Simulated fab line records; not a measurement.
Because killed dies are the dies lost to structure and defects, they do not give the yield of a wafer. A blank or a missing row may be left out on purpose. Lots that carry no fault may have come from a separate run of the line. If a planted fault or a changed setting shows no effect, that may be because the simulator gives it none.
fab line records ; flow n5_finfet
record lots=13; wafers=34; last_day=18
route steps=1938 shown BEOL_M10@1524 BEOL_M11@1536 PASSIVATION@1936
lots that met no fault: from a run of the same line without faults
start_h: hours from the record's first day to the start of the lot's first wafer shown ; wait_h: hours since the lot's step before ; " unchanged from the row above ; L1.1+2: several wafers, shown together as one row ; - either no value or no given start ; * or withheld: withheld ; < > ~ a bound
route shown NAME@n: names a module that has steps shown in the file, with the first one's number in the route ; usual: mean/standard deviation taken from wafers without a fault ; same: alike in all rows ; chamber/n: place in a boat ; sites: per-site readings ; _std_site: their standard deviation ; _edge_site: inner sites' mean taken away from outer sites' mean ; radius_mm: for every site, how far away it sits from the centre of the wafer ; mask NAME#n: copy n ; behind: tool/chamber where the wafer was last shaped ; hold: reason for holding the lot/hours on hold/outcome of the hold ; device: whichever transistor did not switch (one of n, p or np) ; end of line: the same wafers' tests at the end of the route ; for a step that has no rows: nothing shown but its recipe ; killed: the dies lost at the first sort to structure and to defects; this is not the yield of the wafer ; map: dies across one wafer; x = killed, . = not, _ = none there
set.NAME: the setting as run; set.NAME@STEP: as run at that earlier step ; model.NAME: the simulator's own value behind a step, which no gauge read
the route's steps for a sample of lots (tables are steps, rows are wafers)
services: a tool's chamber out of use, with start hour (start_h, from the record's first day; less than 0 if before it), hours out, and reason
## steps
# step N5_BEOL_M10_ALD_74
# recipe material=TaN; target_thk_a=20; temp_c=275; ald_precursor_family=PDMAT; ald_co_reactant=NH3; pressure_torr=3; carrier_flow_sccm=1500; pulse_time_s=2; purge_time_s=3; co_reactant_purge_time_s=2; co_reactant_pulse_time_s=3; ald_cycles=40; precursor_vessel_temp_c=75; precursor_vessel_pressure_torr=26.25; precursor_vessel_carrier_sccm=1000
# usual heater_power_w=416/38
# same purge_time_s=3
lot.wafer;tool;chamber;start_h;wait_h;heater_power_w
L713.2;ald_metal-01;1;263.86;0.0;412
L713.3;ald_metal-01;3;263.86;0.0;409
L713.6;ald_metal-01;1;263.86;0.0;421
L714.2;ald_metal-03;2;263.94;0.0;397
L714.3;ald_metal-03;3;263.94;0.0;499
L714.4;ald_metal-03;0;263.94;0.0;383
L715.2;ald_metal-01;2;267.02;0.0;375
L715.4;ald_metal-01;3;267.02;0.0;410
L715.5;ald_metal-01;0;267.02;0.0;369
L717.1;ald_metal-04;1;267.18;0.0;466
L717.6;ald_metal-04;1;267.18;0.0;451
L716.5;ald_metal-04;2;274.99;0.2;477
L716.6;ald_metal-04;3;274.99;0.2;396
L718.4;ald_metal-03;3;290.16;0.2;501
L718.5;ald_metal-03;2;290.16;0.2;396
L718.6;ald_metal-03;3;290.16;0.2;492
L721.1;ald_metal-04;2;309.96;0.0;470
L721.4;ald_metal-04;0;309.96;0.0;436
L721.6;ald_metal-04;2;309.96;0.0;463
L720.1;ald_metal-01;1;310.12;0.0;426
L720.5;ald_metal-01;1;310.12;0.0;420
L726.1;ald_metal-01;3;325.76;0.1;412
L726.3;ald_metal-01;0;325.76;0.1;368
L726.6;ald_metal-01;2;325.76;0.1;385
L727.1;ald_metal-01;3;332.74;0.1;398
L727.4;ald_metal-01;2;332.74;0.1;378
L727.5;ald_metal-01;0;332.74;0.1;366
L728.4;ald_metal-03;3;335.87;0.0;489
L728.6;ald_metal-03;0;335.87;0.0;395
L729.2;ald_metal-01;0;358.35;0.1;374
L729.3;ald_metal-01;2;358.35;0.1;357
L729.6;ald_metal-01;0;358.35;0.1;361
L731.4;ald_metal-01;0;374.80;0.0;371
L731.6;ald_metal-01;1;374.80;0.0;397
# step N5_BEOL_M10_DEP_56
# recipe material=SiCN; target_thk_a=150; temp_c=withheld; precursor=3MS/NH3; pressure_torr=3; rf_w=202; time_s=26.5
# usual showerhead_plenum_p_Torr=3.666/0.014; throttle_valve_pct=9.0/0.46
lot.wafer;tool;chamber;start_h;wait_h;showerhead_plenum_p_Torr;throttle_valve_pct
L714.2;pecvd-03;1;265.59;0.0;3.687;9.4
L714.3;pecvd-03;0;265.59;0.0;3.687;9.5
L714.4;pecvd-03;1;265.59;0.0;3.675;9.2
L713.2;pecvd-03;1;265.69;0.0;3.671;9.4
L713.3;pecvd-03;0;265.69;0.0;3.680;9.3
L713.6;pecvd-03;1;265.69;0.0;3.683;9.2
L715.2;pecvd-01;2;270.20;0.0;3.647;8.4
L715.4;pecvd-01;2;270.20;0.0;3.649;8.5
L715.5;pecvd-01;1;270.20;0.0;3.643;9.8
L717.1;pecvd-03;2;270.28;0.0;3.671;8.5
L717.6;pecvd-03;0;270.28;0.0;3.676;9.2
L716.5;pecvd-02;2;276.90;0.0;3.655;8.1
L716.6;pecvd-02;0;276.90;0.0;3.648;9.0
L718.4;pecvd-03;1;293.76;0.0;3.688;9.2
L718.5;pecvd-03;0;293.76;0.0;3.685;9.2
L718.6;pecvd-03;2;293.76;0.0;3.660;8.6
L721.1;pecvd-03;2;311.44;0.0;3.672;8.6
L721.4;pecvd-03;1;311.44;0.0;3.688;9.1
L721.6;pecvd-03;2;311.44;0.0;3.654;8.9
L720.1;pecvd-02;2;311.71;0.0;3.663;8.2
L720.5;pecvd-02;2;311.71;0.0;3.659;8.2
L726.1;pecvd-03;2;327.39;0.0;3.657;8.7
L726.3;pecvd-03;0;327.39;0.0;3.673;9.3
L726.6;pecvd-03;1;327.39;0.0;3.692;9.2
L727.1;pecvd-02;2;334.22;0.0;3.670;7.9
L727.4;pecvd-02;1;334.22;0.0;3.671;9.5
L727.5;pecvd-02;0;334.22;0.0;3.655;8.8
L728.4;pecvd-02;2;337.33;0.0;3.657;8.3
L728.6;pecvd-02;0;337.33;0.0;3.675;8.9
L729.2;pecvd-03;2;360.24;0.0;3.661;8.3
L729.3;pecvd-03;1;360.24;0.0;3.688;9.1
L729.6;pecvd-03;1;360.24;0.0;3.695;9.2
L731.4;pecvd-02;0;376.42;0.0;3.660;8.8
L731.6;pecvd-02;2;376.42;0.0;3.660;8.2
# step N5_BEOL_M11_ILD_DEP_00
# recipe material=SiCOH_lowk; target_thk_a=3085.1; temp_c=300; precursor=DEMS/porogen; pressure_torr=5; rf_w=500; time_s=58
# usual heater_power_w=316/44; showerhead_plenum_p_Torr=5.741/0.019; throttle_valve_pct=13.8/0.74
lot.wafer;tool;chamber;start_h;wait_h;heater_power_w;showerhead_plenum_p_Torr;throttle_valve_pct
L714.2;pecvd-04;0;265.73;0.0;375;5.741;14.6
L714.3;pecvd-04;1;265.73;0.0;367;5.751;14.0
L714.4;pecvd-04;2;265.73;0.0;256;5.739;12.5
L713.2;pecvd-01;0;265.83;0.0;287;5.729;13.3
L713.3;pecvd-01;1;265.83;0.0;298;5.723;14.9
L713.6;pecvd-01;0;265.83;0.0;294;5.729;13.6
L715.2;pecvd-01;2;270.33;0.0;395;5.733;13.0
L715.4;pecvd-01;0;270.33;0.0;312;5.736;13.3
L715.5;pecvd-01;2;270.33;0.0;407;5.716;13.3
L717.1;pecvd-03;0;270.41;0.0;292;5.752;14.2
L717.6;pecvd-03;2;270.41;0.0;304;5.745;13.3
L716.5;pecvd-04;1;277.05;0.1;345;5.759;13.7
L716.6;pecvd-04;0;277.05;0.1;395;5.743;14.7
L718.4;pecvd-03;1;293.90;0.1;343;5.749;14.0
L718.5;pecvd-03;0;293.90;0.1;284;5.753;14.2
L718.6;pecvd-03;2;293.90;0.1;342;5.730;13.4
L721.1;pecvd-01;0;311.57;0.0;346;5.737;13.4
L721.4;pecvd-01;2;311.57;0.0;407;5.713;13.2
L721.6;pecvd-01;0;311.57;0.0;278;5.739;13.2
L720.1;pecvd-04;2;311.84;0.0;241;5.751;12.4
L720.5;pecvd-04;2;311.84;0.0;258;5.747;12.2
L726.1;pecvd-03;2;327.53;0.0;306;5.736;13.4
L726.3;pecvd-03;1;327.53;0.0;263;5.765;14.1
L726.6;pecvd-03;0;327.53;0.0;246;5.744;14.2
L727.1;pecvd-01;1;334.36;0.0;286;5.720;14.9
L727.4;pecvd-01;1;334.36;0.0;292;5.729;15.3
L727.5;pecvd-01;0;334.36;0.0;310;5.727;13.3
L728.4;pecvd-04;0;337.48;0.1;384;5.733;14.4
L728.6;pecvd-04;1;337.48;0.1;283;5.758;13.8
L729.2;pecvd-03;1;360.38;0.0;319;5.754;14.0
L729.3;pecvd-03;2;360.38;0.0;382;5.749;13.3
L729.6;pecvd-03;1;360.38;0.0;327;5.750;14.0
L731.4;pecvd-04;1;376.58;0.1;333;5.766;13.6
L731.6;pecvd-04;0;376.58;0.1;306;5.741;14.4
# step N5_BEOL_M11_COAT_05
# recipe resist=CAR-ArF; spin_rpm=1500; resist_thk_nm=90
# usual chill_plate_temp_C=23.01/0.12; spin_speed_rpm=1499.8/0.93
lot.wafer;tool;chamber;start_h;wait_h;chill_plate_temp_C;spin_speed_rpm
L714.2;litho_track-01;0;266.72;-;22.80;1499.4
L714.3;litho_track-01;0;266.72;-;22.81;1498.3
L714.4;litho_track-01;0;266.72;-;22.87;1501.3
L713.2;litho_track-04;0;266.81;-;23.24;1498.7
L713.3;litho_track-04;0;266.81;-;23.06;1499.6
L713.6;litho_track-04;0;266.81;-;23.14;1499.2
L715.2;litho_track-02;0;273.16;-;22.91;1499.8
L715.4;litho_track-02;0;273.16;-;22.84;1499.9
L715.5;litho_track-02;0;273.16;-;22.98;1499.6
L717.1;litho_track-04;0;273.25;-;23.02;1499.9
L717.6;litho_track-04;0;273.25;-;23.12;1500.6
L716.5;litho_track-02;0;279.44;-;22.94;1500.0
L716.6;litho_track-02;0;279.44;-;22.91;1500.0
L718.4;litho_track-02;0;296.77;-;22.95;773.8
L718.5;litho_track-02;0;296.77;-;23.00;772.4
L718.6;litho_track-02;0;296.77;-;22.98;774.4
L721.1;litho_track-02;0;312.75;-;23.03;772.1
L721.4;litho_track-02;0;312.75;-;22.98;774.0
L721.6;litho_track-02;0;312.75;-;22.97;773.9
L720.1;litho_track-04;0;313.21;-;23.04;1499.5
L720.5;litho_track-04;0;313.21;-;22.97;1499.5
L726.1;litho_track-04;0;328.35;-;23.28;1500.1
L726.3;litho_track-04;0;328.35;-;23.13;1500.0
L726.6;litho_track-04;0;328.35;-;23.26;1500.8
L727.1;litho_track-01;0;336.24;-;23.01;1500.2
L727.4;litho_track-01;0;336.24;-;23.05;1499.1
L727.5;litho_track-01;0;336.24;-;23.07;1498.6
L728.4;litho_track-01;0;338.57;-;22.99;1499.2
L728.6;litho_track-01;0;338.57;-;23.12;1499.6
L729.2;litho_track-04;0;362.52;-;23.07;1500.3
L729.3;litho_track-04;0;362.52;-;23.05;1500.4
L729.6;litho_track-04;0;362.52;-;23.11;1499.8
L731.4;litho_track-04;0;378.86;-;22.91;1500.8
L731.6;litho_track-04;0;378.86;-;22.90;1499.9
# step N5_PASSIVATION_PROBE_49
# usual defect_limited_yield=91.3/1.5; killed_at_M0_to_M3=31/11; killed_at_M4_up=14/5.1; killed_at_contacts=12/5.6; killed_at_front_end=42/12; killed_at_other=3.8/2.9; killed_dies=103/18; killed_open=67/14; killed_short=33/8; sort_bin_4_leakage=0.00/0.0073; sort_bin_5_function=5.1/1; sort_bin_6_memory=3.2/0.75; sort_n_pass=1077/18; sort_yield_pct=91.3/1.5
# same gross_dies=1180; killed_at_back_side=0; sort_bin_8_speed[%]=0
lot.wafer;tool;chamber;start_h;wait_h;defect_limited_yield[%];killed_at_M0_to_M3;killed_at_M4_up;killed_at_contacts;killed_at_front_end;killed_at_other;killed_dies;killed_open;killed_short;sort_bin_4_leakage[%];sort_bin_5_function[%];sort_bin_6_memory[%];sort_n_pass;sort_yield_pct[%]
L718.4;prober-02;-;349.86;2.6;93.5;8;12;7;44;6;77;45;31;0;3.7;2.7;1103;93.5
L718.5;prober-02;-;349.91;2.6;92.2;14;21;4;41;12;92;58;30;0;4.2;3.1;1088;92.2
L718.6;prober-02;-;349.96;2.7;93.1;13;14;9;42;3;81;50;30;0;3.7;2.9;1099;93.1
L721.1;prober-01;-;364.25;0.0;89.8;28;16;20;54;2;120;72;45;0;5.2;4.3;1060;89.8
L721.4;prober-01;-;364.40;0.2;91.9;18;21;16;40;1;96;62;33;0;4.7;3.0;1084;91.9
L721.6;prober-01;-;364.50;0.3;91.8;24;13;10;47;3;97;60;35;0;4.8;3.1;1083;91.8
# killed by level:class
L718.4 FIN_SAQP:geometric_particle:open=8 FIN_SAQP:geometric_particle:short=6 STI_FIN_REVEAL:geometric_particle:open=6 GATE_CUT:geometric_particle:short=6 MOL_CONTACT_COAG:geometric_particle:open=6 DUMMY_GATE:geometric_particle:short=4 DUMMY_GATE:geometric_particle:open=4 BEOL_M5:geometric_particle:open=4
L718.5 FIN_SAQP:geometric_particle:open=8 DUMMY_GATE:geometric_particle:open=8 FIN_SAQP:geometric_particle:short=7 BEOL_M4:geometric_particle:open=7 BEOL_M5:geometric_particle:open=6 PAD_METAL:geometric_particle:short=4 GATE_CUT:geometric_particle:short=3 BEOL_M0_SAQP:geometric_particle:open=3
L718.6 FIN_SAQP:geometric_particle:open=11 FIN_SAQP:geometric_particle:short=9 MOL_CONTACT_COAG:geometric_particle:open=8 DUMMY_GATE:geometric_particle:open=4 BEOL_M1:geometric_particle:open=4 BEOL_M4:geometric_particle:open=4 STI_FIN_REVEAL:geometric_particle:open=3 GATE_CUT:geometric_particle:short=3
L721.1 MOL_CONTACT_COAG:geometric_particle:open=18 STI_FIN_REVEAL:geometric_particle:open=12 GATE_CUT:geometric_particle:open=11 GATE_CUT:geometric_particle:short=8 BEOL_M0_SAQP:geometric_particle:short=7 BEOL_M2:geometric_particle:short=7 FIN_SAQP:geometric_particle:short=6 FIN_SAQP:geometric_particle:open=6
L721.4 FIN_SAQP:geometric_particle:open=14 MOL_CONTACT_COAG:geometric_particle:open=14 FIN_SAQP:geometric_particle:short=6 GATE_CUT:geometric_particle:short=6 BEOL_M4:geometric_particle:open=5 BEOL_M1:geometric_particle:open=4 BEOL_M2:geometric_particle:short=4 BEOL_M7:geometric_particle:open=4
L721.6 STI_FIN_REVEAL:geometric_particle:open=17 MOL_CONTACT_COAG:geometric_particle:open=7 FIN_SAQP:geometric_particle:open=5 BEOL_M1:geometric_particle:short=5 FIN_SAQP:geometric_particle:short=4 BEOL_M3:geometric_particle:open=4 BEOL_M4:geometric_particle:open=4 STI_FIN_REVEAL:geometric_particle:short=3
## services
tool;chamber;start_h;hours;kind
litho_track-01;-;248.51;-;consumable_replace:filter
litho_track-04;-;257.54;-;consumable_replace:filter
pecvd-01;-;258.95;5.1;repair
ald_metal-01;-;269.73;2.7;repair
pecvd-04;1;287.77;1.9;repair
pecvd-04;2;296.36;2.1;scheduled_down
ald_metal-04;0;299.98;6.3;repair
pecvd-02;-;316.12;14.6;pm
pecvd-01;0;320.34;2.1;scheduled_down
pecvd-04;-;326.25;2.8;pm
pecvd-04;2;329.76;6.5;repair
ald_metal-01;-;337.25;14.0;pm
ald_metal-01;0;337.25;14.0;vent_cycle
ald_metal-01;1;337.25;14.0;vent_cycle
ald_metal-01;2;337.25;14.0;vent_cycle
ald_metal-01;3;337.25;14.0;vent_cycle
pecvd-02;-;340.21;4.0;repair
ald_metal-01;0;351.25;-;clean
ald_metal-01;1;351.25;-;clean
ald_metal-01;2;351.25;-;clean
ald_metal-01;3;351.25;-;clean
pecvd-01;-;368.41;6.8;repair
ald_metal-01;0;373.13;1.5;repair
## key
first_sign step=N5_BEOL_M11_COAT_05; reading=spin_speed_rpm; direction=down; sigmas=99+; usual=*; struck=*
effect none on later readings
met_at N5_BEOL_M11_COAT_05
struck_lots L718,L721
not_acting_at N5_BEOL_M10_ALD_74,N5_BEOL_M10_DEP_56,N5_BEOL_M11_ILD_DEP_00
onset_between 279.44 296.77
earlier_fault kind=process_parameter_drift; tool=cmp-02; chamber=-; onset_h=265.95; steps=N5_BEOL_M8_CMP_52; channel=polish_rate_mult; offset=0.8; shape=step
earlier_fault kind=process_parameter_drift; tool=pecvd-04; chamber=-; onset_h=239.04; steps=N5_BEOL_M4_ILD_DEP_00; channel=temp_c; offset=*; shape=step; acts_in=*; stated=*
fault kind=process_parameter_drift; tool=litho_track-02; chamber=-; onset_h=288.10; steps=N5_BEOL_M11_COAT_05; channel=spin_rpm; offset=*; shape=step; acts_in=*; stated=*
